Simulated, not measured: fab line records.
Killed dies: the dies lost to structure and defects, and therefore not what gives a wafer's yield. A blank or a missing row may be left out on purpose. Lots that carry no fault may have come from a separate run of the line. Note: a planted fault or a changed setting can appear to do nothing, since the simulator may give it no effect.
Which tool did it? ; flow n5Finfet ; 8 lots, 24 wafers sampled, at 7 steps of a route of 1938

## WHAT EACH GAUGE READ, for each wafer
N5_BEOL_M5_OCD_MEAS_38. Usual: trenchDepthNm 72.0 nm, standard deviation 1.3.
lot;measured;on;trenchDepthNm (nm);flag
L476;day 9 21:55;ocd-01;71.3 71.0 70.9;
L477;day 10 17:12;ocd-01;73.3 73.4 73.9;
L479;day 10 23:59;ocd-01;62.6 63.1 62.7;OFF
L483;day 11 23:22;ocd-02;62.6 62.8 62.2;OFF
L488;day 13 19:33;ocd-02;75.2 74.6 74.3;
L491;day 14 05:54;ocd-02;70.4 71.7 70.9;
L493;day 14 12:47;ocd-02;72.6 72.5 73.1;
L495;day 15 21:29;ocd-02;73.5 71.2 72.7;

N5_BEOL_M5_THK_MEAS_53: measures by xrf. Usual: M5_THK typically reads 61.3 nm, with standard deviation 1.9.
lot;measured;on;M5_THK (nm);flag
L476;day 10 05:00;filmMetro-01;61.4 61.8 61.2;
L477;day 11 00:26;filmMetro-01;63.1 62.1 63.2;
L479;day 11 06:58;filmMetro-01;51.3 52.1 50.9;OFF
L483;day 12 07:37;filmMetro-01;52.2 53.7 51.8;OFF
L488;day 14 02:04;filmMetro-02;65.5 64.7 63.5;
L491;day 14 12:13;filmMetro-02;61.2 61.7 60.3;
L493;day 15 04:33;filmMetro-01;60.7 60.6 61.2;
L495;day 16 05:25;filmMetro-01;63.6 62.9 63.6;

N5_BEOL_M5_RS_MEAS_57: a four-point-probe measurement. Usual: M5_RS typically reads 0.388 ohm/sq, with standard deviation 0.014.
lot;measured;on;M5_RS (ohm/sq);flag
L476;day 10 05:26;filmMetro-01;0.388 0.388 0.389;
L477;day 11 00:42;filmMetro-01;0.372 0.381 0.374;
L479;day 11 07:14;filmMetro-02;0.484 0.474 0.488;OFF
L483;day 12 07:56;filmMetro-01;0.465 0.449 0.471;OFF
L488;day 14 02:20;filmMetro-01;0.360 0.365 0.374;
L491;day 14 12:29;filmMetro-02;0.383 0.379 0.392;
L493;day 15 04:49;filmMetro-01;0.391 0.392 0.387;
L495;day 16 05:40;filmMetro-01;0.376 0.382 0.374;

## EACH LOT AND THE TOOL THAT RAN IT (in order: tool; ch and the chambers of the sampled wafers; start)
lot;N5_BEOL_M5_ETCH_75;N5_BEOL_M5_TRENCH_ETCH_37;N5_BEOL_M5_STRIP_91;N5_BEOL_M5_PRE_CLEAN_45
L476;rieDiel-04 ch 1,3, day 9 21:32;rieDiel-04 ch 1,3, day 9 21:46;rieDiel-04 ch 1,3, day 9 21:55 or earlier;pvdSputter-03, day 9 22:42
L477;rieDiel-01 ch 0,1, day 10 16:49;rieDiel-01 ch 0,1, day 10 17:02;rieDiel-01 ch 0,1, day 10 17:12 or earlier;pvdSputter-03, day 10 18:31
L479;rieDiel-04 ch 0,1,2, day 10 23:36;rieDiel-04 ch 0,1,2, day 10 23:50;rieDiel-04 ch 0,1,2, day 10 23:59 or earlier;pvdSputter-01, day 11 01:04
L483;rieDiel-04 ch 0,1,2, day 11 22:59;rieDiel-04 ch 0,1,2, day 11 23:13;rieDiel-04 ch 0,1,2, day 11 23:22 or earlier;pvdSputter-02, day 11 23:57
L488;rieDiel-01 ch 0,1, day 13 19:10;rieDiel-01 ch 0,1, day 13 19:23;rieDiel-01 ch 0,1, day 13 19:33 or earlier;pvdSputter-03, day 13 20:08
L491;rieDiel-04 ch 0,1,2, day 14 05:31;rieDiel-04 ch 0,1,2, day 14 05:44;rieDiel-04 ch 0,1,2, day 14 05:54 or earlier;pvdSputter-02, day 14 06:28
L493;rieDiel-01 ch 0,1,2, day 14 12:24;rieDiel-01 ch 0,1,2, day 14 12:38;rieDiel-01 ch 0,1,2, day 14 12:47 or earlier;pvdSputter-02, day 14 13:31
L495;rieDiel-01 ch 0,2,3, day 15 21:06;rieDiel-01 ch 0,2,3, day 15 21:20;rieDiel-01 ch 0,2,3, day 15 21:29 or earlier;pvdSputter-01, day 15 22:08
- N5_BEOL_M5_ETCH_75: etches underlayer in N2/H2, target depth 6.5 nm, time 5.2 s.
- N5_BEOL_M5_TRENCH_ETCH_37: etches SiCOH lowk in C4F6/O2, target depth 71.652 nm, time 24.7 s.
- N5_BEOL_M5_STRIP_91: strips in N2/H2, time 10 s.
- N5_BEOL_M5_PRE_CLEAN_45: time 30 s.

## WHAT THE TOOLS THEMSELVES READ (means of the sampled wafers that have a number; where no wafer has one, the mark that the record gives instead)
N5_BEOL_M5_ETCH_75. Usual: biasW 150.0 W, standard deviation 0.48; drypumpMotorCurrentA 5.8 A, standard deviation 0.4; etchRfOnTimeS 5.13 s, standard deviation 0.13; h2FlowSccm 199.9 sccm, standard deviation 0.64; oesProductAu 0.67 a.u., standard deviation 0.062; rfVppV 523.2 V, standard deviation 2.3; showerheadPlenumPTorr 2.52 Torr, standard deviation 0.076; throttleValvePct 17.91 %, standard deviation 0.22.
lot;tool;biasW (W);drypumpMotorCurrentA (A);etchRfOnTimeS (s);h2FlowSccm (sccm);oesProductAu (a.u.);rfVppV (V);showerheadPlenumPTorr (Torr);throttleValvePct (%);flag
L476;rieDiel-04;150.0;5.7;5.23;200.4;0.68;522.5;2.49;18.02;
L477;rieDiel-01;149.6;6.2;4.93;198.9;0.74;526.1;2.62;17.98;
L479;rieDiel-04;150.0;5.7;5.23;199.4;0.64;521.2;2.47;17.93;
L483;rieDiel-04;150.0;5.7;5.17;199.9;0.64;521.8;2.47;17.94;
L488;rieDiel-01;150.0;6.2;4.96;199.6;0.71;524.8;2.61;18.01;
L491;rieDiel-04;150.5;5.7;5.27;199.8;0.70;521.5;2.46;17.83;
L493;rieDiel-01;150.0;5.8;4.99;199.7;0.68;526.7;2.60;17.92;
L495;rieDiel-01;150.1;5.8;5.08;200.0;0.71;522.7;2.55;17.89;

N5_BEOL_M5_TRENCH_ETCH_37. Usual: O2_flow_sccm 9.993 sccm, standard deviation 0.027; biasW 185.0 W, standard deviation 0.59; drypumpMotorCurrentA 5.8 A, standard deviation 0.4; oesProductAu 0.79 a.u., standard deviation 0.073; rfVppV 663 V, standard deviation 16; showerheadPlenumPTorr 2.83 Torr, standard deviation 0.068; throttleValvePct 21.00 %, standard deviation 0.21.
lot;tool;O2_flow_sccm (sccm);biasW (W);drypumpMotorCurrentA (A);oesProductAu (a.u.);rfVppV (V);showerheadPlenumPTorr (Torr);throttleValvePct (%);flag
L476;rieDiel-04;10.036;184.7;5.8;0.80;664;2.79;21.10;
L477;rieDiel-01;10.007;184.7;6.1;0.87;686;2.91;20.97;
L479;rieDiel-04;10.012;122.7;5.7;0.70;471;2.77;20.96;OFF
L483;rieDiel-04;9.968;122.8;5.7;0.70;472;2.77;20.98;OFF
L488;rieDiel-01;9.987;184.5;6.2;0.83;685;2.90;21.00;
L491;rieDiel-04;10.009;184.7;5.7;0.82;655;2.76;20.90;
L493;rieDiel-01;9.971;184.7;5.8;0.79;674;2.89;20.87;
L495;rieDiel-01;9.981;185.4;5.9;0.82;672;2.85;21.00;

N5_BEOL_M5_STRIP_91. Usual: drypumpMotorCurrentA 5.8 A, standard deviation 0.4; h2FlowSccm 200.0 sccm, standard deviation 0.63; oesProductAu 0.79 a.u., standard deviation 0.076; rfVppV 59.2 V, standard deviation 0.88; showerheadPlenumPTorr 2.52 Torr, standard deviation 0.076; throttleValvePct 23.69 %, standard deviation 0.29.
lot;tool;drypumpMotorCurrentA (A);h2FlowSccm (sccm);oesProductAu (a.u.);rfVppV (V);showerheadPlenumPTorr (Torr);throttleValvePct (%);flag
L476;rieDiel-04;5.8;199.5;0.80;59.4;2.48;23.88;
L477;rieDiel-01;6.1;200.3;0.87;59.1;2.62;23.88;
L479;rieDiel-04;5.7;200.3;0.76;58.8;2.47;23.71;
L483;rieDiel-04;5.7;200.1;0.76;59.3;2.46;23.72;
L488;rieDiel-01;6.1;199.8;0.83;60.5;2.61;23.91;
L491;rieDiel-04;5.7;199.5;0.83;60.1;2.45;23.65;
L493;rieDiel-01;5.8;199.6;0.79;58.6;2.60;23.76;
L495;rieDiel-01;5.8;200.4;0.82;58.7;2.54;23.67;

N5_BEOL_M5_PRE_CLEAN_45. Usual: heaterPowerW 334 W, standard deviation 43.
lot;tool;heaterPowerW (W);flag
L476;pvdSputter-03;347;
L477;pvdSputter-03;365;
L479;pvdSputter-01;331;
L483;pvdSputter-02;374;
L488;pvdSputter-03;364;
L491;pvdSputter-02;316;
L493;pvdSputter-02;324;
L495;pvdSputter-01;330;

## THE ANSWER, worked out from the rows above alone
Rule: a lot counts as off when the mean over its wafers that have a number is more than 3 standard deviations away from the usual mean. A lot without any number at a reading at which 4 lots or more have one is off too. Where the step has rows for the other lots, those lots are counted as sound. After the gauges, taken in route order, come the tools' own readings; for these a lot's mean is taken, as printed above. The first step at which some lot is off is used, and at that step the reading that is off furthest; a lot without a number counts as furthest.
Off at N5_BEOL_M5_OCD_MEAS_38 (trenchDepthNm): L479, L483.
If a tool, at a process step before that reading, ran all the lots that are off and no sound lot after the first of them, it fits. Not tried: the gauges at N5_BEOL_M5_OCD_MEAS_38; whatever is off there is also off at N5_BEOL_M5_THK_MEAS_53, on other tools, and gauge error can't account for it. Because N5_BEOL_M5_STRIP_91 lacks a start for some lots, the hours and order of its lots are taken from N5_BEOL_M5_OCD_MEAS_38. None of those tried fits.

## WHAT THE SIMULATOR HAD PUT IN
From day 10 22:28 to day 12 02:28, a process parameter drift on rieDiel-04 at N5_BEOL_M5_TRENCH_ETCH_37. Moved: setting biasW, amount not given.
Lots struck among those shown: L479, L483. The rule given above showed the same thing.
